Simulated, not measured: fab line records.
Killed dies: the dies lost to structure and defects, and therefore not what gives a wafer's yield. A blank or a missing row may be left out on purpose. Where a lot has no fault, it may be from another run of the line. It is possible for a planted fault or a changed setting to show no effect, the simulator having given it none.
Lot-split experiment	flow n5_finfet	7 lots, 21 wafers read, on a route of 1938 steps

THE SPLIT ITSELF
At N5_BEOL_M1_COAT_62 (time 60 s, resist thk 12 nm), the setting spin_rpm was moved away from the recipe's 1500 rpm on 8 of the 21 wafers read, by -9.3% to +9.5%. All remaining wafers had this setting at the recipe value.

FROM THE SPLIT TO THE READING: what the file shows between them, 4 steps
- N5_BEOL_M1_COAT_73: time 60 s, resist thk 5 nm
- N5_BEOL_M1_COAT_05: resist thk 30 nm
- N5_BEOL_M1_DESCUM_16: chemistry O2, time 7 s
- N5_BEOL_M1_ETCH_74: etches underlayer in N2/H2, target depth 6.5 nm, time 5.2 s

THE READING
etch.depth_nm (the simulator's own value, which no gauge read), in nm, at N5_BEOL_M1_ETCH_63 (etches SiARC in CF4, target depth 15.6 nm, time 26 s). There is no usual value for it anywhere in the file. Here, 13 wafers ran the recipe; their average is 12.00 nm with a standard deviation of 0.025 nm.

wafer	tool, chamber at the split	spin_rpm as run, rpm	against the recipe	etch.depth_nm, nm	against lot-mates on the recipe
L075.2	litho_track-04, 0	1500	recipe	12.03	-
L075.3	litho_track-04, 0	1418	-5.5%	12.35	+0.33
L075.4	litho_track-04, 0	1500	recipe	12	-
L078.1	litho_track-05, 0	1500	recipe	12.01	-
L078.2	litho_track-05, 0	1500	recipe	12.04	-
L078.5	litho_track-05, 0	1500	recipe	11.98	-
L080.2	litho_track-05, 0	1360	-9.3%	12.59	+0.62
L080.4	litho_track-05, 0	1500	recipe	11.97	-
L080.6	litho_track-05, 0	1360	-9.3%	12.56	+0.59
L081.3	litho_track-04, 0	1642	+9.5%	11.44	-0.57
L081.5	litho_track-04, 0	1500	recipe	12.01	-
L081.6	litho_track-04, 0	1642	+9.5%	11.48	-0.53
L087.3	litho_track-01, 0	1570	+4.7%	11.71	-0.27
L087.4	litho_track-01, 0	1500	recipe	11.99	-
L087.6	litho_track-01, 0	1500	recipe	11.98	-
L093.4	litho_track-01, 0	1500	recipe	11.95	-
L093.5	litho_track-01, 0	1500	recipe	12	-
L093.6	litho_track-01, 0	1500	recipe	12.03	-
L096.2	litho_track-01, 0	1429	-4.7%	12.28	+0.27
L096.4	litho_track-01, 0	1500	recipe	12.01	-
L096.5	litho_track-01, 0	1429	-4.7%	12.31	+0.30

THE FIT
A straight line over all 21 wafers: etch.depth_nm changes by -0.0599 nm for each +1% of spin_rpm; r = -1.00; the points scatter about the line by 0.025 nm.
The same after taking each lot's own level away (the mean of its wafers on the recipe; 21 wafers): -0.061 nm for each +1%; r = -1.00; scatter 0.024 nm.
On that fit, the largest move of spin_rpm shifts the reading by 0.58 nm.
Across the lots, their own levels run from 11.970 to 12.015 nm, a range of 1.8 times the standard deviation given above.
Consequently the slope shifts little with the lot-to-lot level, the two slopes agreeing.
Check: -0.572 nm against its lot-mates is what the line predicts for one of the wafers moved furthest among these (+9.5%) when that wafer is left out of the fit. It came out at -0.57 nm against them.

FURTHER SPLITS ON THESE WAFERS
Note: prior to the reading, these wafers also went through further splits. Each is held against what the fit with the lots' levels taken away leaves over:
other split on the same wafers	wafers away from the commonest value	r with etch.depth_nm (lot level and that fit taken away)
N5_MOL_CONTACT_COAG_COAT_77 spin_rpm	5	+0.13
N5_MOL_CONTACT_COAG_COAT_64 spin_rpm	7	+0.28
N5_MOL_CONTACT_COAG_EXPOSE_37 dose_mj	8	-0.20
N5_BEOL_M0_SAQP_COAT_34 spin_rpm	8	-0.02

THE WHOLE CHAIN: every reading that the file lists as answering this split, in the file's order
step	what it does	reading	change (the file's fit)	r (the file's)
N5_BEOL_M1_COAT_62	time 60 s, resist thk 12 nm	SiARC_of_BEOL_M1_COAT_62.thk_nm (the simulator's own value, which no gauge read)	-0.0631 nm for each +1% of the setting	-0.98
N5_BEOL_M1_ETCH_63	etches SiARC in CF4, target depth 15.6 nm, time 26 s	etch.depth_nm (the simulator's own value, which no gauge read)	-0.0607 nm for each +1% of the setting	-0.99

FILE'S OWN FIT
etch.depth_nm changes by -0.0607 nm for each +1% of spin_rpm, r = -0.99.
